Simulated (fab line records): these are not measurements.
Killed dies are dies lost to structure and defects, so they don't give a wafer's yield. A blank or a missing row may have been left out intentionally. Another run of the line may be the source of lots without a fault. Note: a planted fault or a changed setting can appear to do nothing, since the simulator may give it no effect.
Split-lot study | flow n5 finfet | 7 lots, 21 wafers read, on a route of 1938 steps

## SPLIT DETAILS
At N5_BEOL_M14_EXPOSE_25 (exposes mask M14, target cd 280 nm), the setting dose mj was moved away from the recipe's 26.6 on 8 of the 21 wafers read, by -5.9% to +6.5%. All remaining wafers had this setting at the recipe value.

## FROM THE SPLIT TO THE READING: what the file shows between them, 3 steps
- N5_BEOL_M14_PEB_26: peb time 90 s
- N5_BEOL_M14_DEVELOP_27: develop time 45 s
- N5_BEOL_M14_HARDBAKE_32: time 120 s

## THE READING
cd nm (nm) at N5_BEOL_M14_CD_MEAS_28, where the cd target is 284.4 nm. A value of 284.8 nm with a standard deviation of 2.1 nm is what fault-free wafers of this fab line usually give.

wafer  | tool, chamber at the split | dose mj as run | against the recipe | cd nm, nm | against lot-mates on the recipe
L081.1 | krf scanner-01, 0          | 26.6           | recipe             | 286.0     | -
L081.3 | krf scanner-01, 0          | 26.6           | recipe             | 284.2     | -
L081.4 | krf scanner-01, 0          | 26.6           | recipe             | 284.0     | -
L080.1 | krf scanner-01, 0          | 25.03          | -5.9%              | 275.6     | -12.2
L080.2 | krf scanner-01, 0          | 26.6           | recipe             | 287.9     | -
L080.5 | krf scanner-01, 0          | 26.6           | recipe             | 287.7     | -
L090.1 | krf scanner-01, 0          | 26.08          | -2.0%              | 281.4     | -4.1
L090.5 | krf scanner-01, 0          | 26.6           | recipe             | 285.5     | -
L090.6 | krf scanner-01, 0          | 26.08          | -2.0%              | 282.8     | -2.7
L091.2 | krf scanner-02, 0          | 26.6           | recipe             | 284.1     | -
L091.5 | krf scanner-02, 0          | 26.6           | recipe             | 286.1     | -
L091.6 | krf scanner-02, 0          | 26.6           | recipe             | 283.3     | -
L093.2 | krf scanner-01, 0          | 28.33          | +6.5%              | 294.4     | +9.9
L093.5 | krf scanner-01, 0          | 26.6           | recipe             | 284.8     | -
L093.6 | krf scanner-01, 0          | 26.6           | recipe             | 284.1     | -
L096.1 | krf scanner-02, 0          | 27.21          | +2.3%              | 291.3     | +3.5
L096.2 | krf scanner-02, 0          | 26.6           | recipe             | 286.7     | -
L096.3 | krf scanner-02, 0          | 26.6           | recipe             | 288.9     | -
L097.2 | krf scanner-01, 0          | 27.93          | +5.0%              | 290.5     | no lot-mate on the recipe
L097.4 | krf scanner-01, 0          | 27.93          | +5.0%              | 292.0     | no lot-mate on the recipe
L097.6 | krf scanner-01, 0          | 27.93          | +5.0%              | 293.0     | no lot-mate on the recipe

FIT RESULTS
A straight line over all 21 wafers: cd nm changes by +1.45 nm for each +1% of dose mj; r = +0.93; the points scatter about the line by 1.7 nm.
The same after taking each lot's own level away (the mean of its wafers on the recipe; 18 wafers): +1.75 nm for each +1%; r = +0.97; scatter 0.98 nm.
Per that fit: largest dose mj move, reading shift of 11 nm.
The lots' own levels span 284.45 to 287.80 nm, that is 1.6 times the standard deviation above.
So the lot-to-lot level changes the slope: the two fits differ.
Check: for one of the wafers moved furthest among these (+6.5%), held out of the fit, the line's prediction against its lot-mates is +12.6 nm. Against them it came out at +9.95 nm.

## ADDITIONAL SPLITS CARRIED BY THESE WAFERS
Before the reading, these wafers also passed through other splits. Each is held against what the fit with the lots' levels taken away leaves over:
other split on the same wafers | wafers away from the commonest value | r with cd nm (lot level and that fit taken away)
N5_BEOL_M13_EXPOSE_07 dose mj  | 7                                    | -0.18

## THE WHOLE CHAIN: every reading that the file lists as answering this split, in the file's order
step                   | what it does                                           | reading                                                         | change (the file's fit)              | r (the file's)
N5_BEOL_M14_CD_MEAS_28 | target cd 284.4 nm                                     | cd nm                                                           | +1.76 nm for each +1% of the setting | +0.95
N5_BEOL_M14_DESCUM_33  | chemistry O2, time 7.9 s                               | BEOL_M14.cd nm (the simulator's own value, which no gauge read) | +1.78 nm for each +1% of the setting | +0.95
N5_BEOL_M14_ETCH_67    | etches SiARC in CF4, target depth 143 nm, time 238.3 s | BEOL_M14.cd nm (the simulator's own value, which no gauge read) | +1.64 nm for each +1% of the setting | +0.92

## FILE'S OWN FIT
cd nm changes by +1.76 nm for each +1% of dose mj, r = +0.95.
